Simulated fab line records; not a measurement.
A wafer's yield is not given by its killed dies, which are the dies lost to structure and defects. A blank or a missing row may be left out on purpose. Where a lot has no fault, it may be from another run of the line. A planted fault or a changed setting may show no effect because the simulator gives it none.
Chamber matching :: flow n5Finfet :: 4 sister chambers for N5_BEOL_M1_STRIP_36 on rieDiel-02
The step strips in N2/H2. 4 wafers are shown with their chamber, then 7 later ones without.

## EACH WAFER AND ITS CHAMBER
wafer: L082.3
chamber: 3
showerheadPlenumPTorr (Torr): 2.66

wafer: L082.6
chamber: 2
showerheadPlenumPTorr (Torr): 2.40

wafer: L085.1
chamber: 0
showerheadPlenumPTorr (Torr): 2.48

wafer: L085.2
chamber: 1
showerheadPlenumPTorr (Torr): 2.52

## WAFERS WHOSE CHAMBER IS MISSING
wafer: L085.5
showerheadPlenumPTorr (Torr): 2.52

wafer: L092.1
showerheadPlenumPTorr (Torr): 2.47

wafer: L092.3
showerheadPlenumPTorr (Torr): 2.52

wafer: L092.4
showerheadPlenumPTorr (Torr): 2.40

wafer: L097.1
showerheadPlenumPTorr (Torr): 2.47

wafer: L097.5
showerheadPlenumPTorr (Torr): 2.39

wafer: L097.6
showerheadPlenumPTorr (Torr): 2.52

## CHAMBER TAKEN BY EACH
wafer: L085.5
from the rows above: 1
in truth: 1

wafer: L092.1
from the rows above: 0
in truth: 0

wafer: L092.3
from the rows above: 1
in truth: 1

wafer: L092.4
from the rows above: 2
in truth: 2

wafer: L097.1
from the rows above: 0
in truth: 0

wafer: L097.5
from the rows above: 2
in truth: 2

wafer: L097.6
from the rows above: 1
in truth: 1
Correctly placed: 7 of 7. Not placeable from these rows: 0. Number placed wrongly: 0.
How it was worked out, from the rows above alone: a wafer's distance from a chamber is the root of the sum, over the readings, of the square of ((its reading less the chamber's mean) divided by the reading's scatter). If the next closest chamber is less than 2 further off than the closest, the wafer can't be placed; otherwise it belongs to the closest. The mean given for a chamber averages the wafers shown for that chamber. The scatter: with one shown wafer a chamber, the root of the mean of the squares of how far each hidden wafer lies from its nearest shown one.
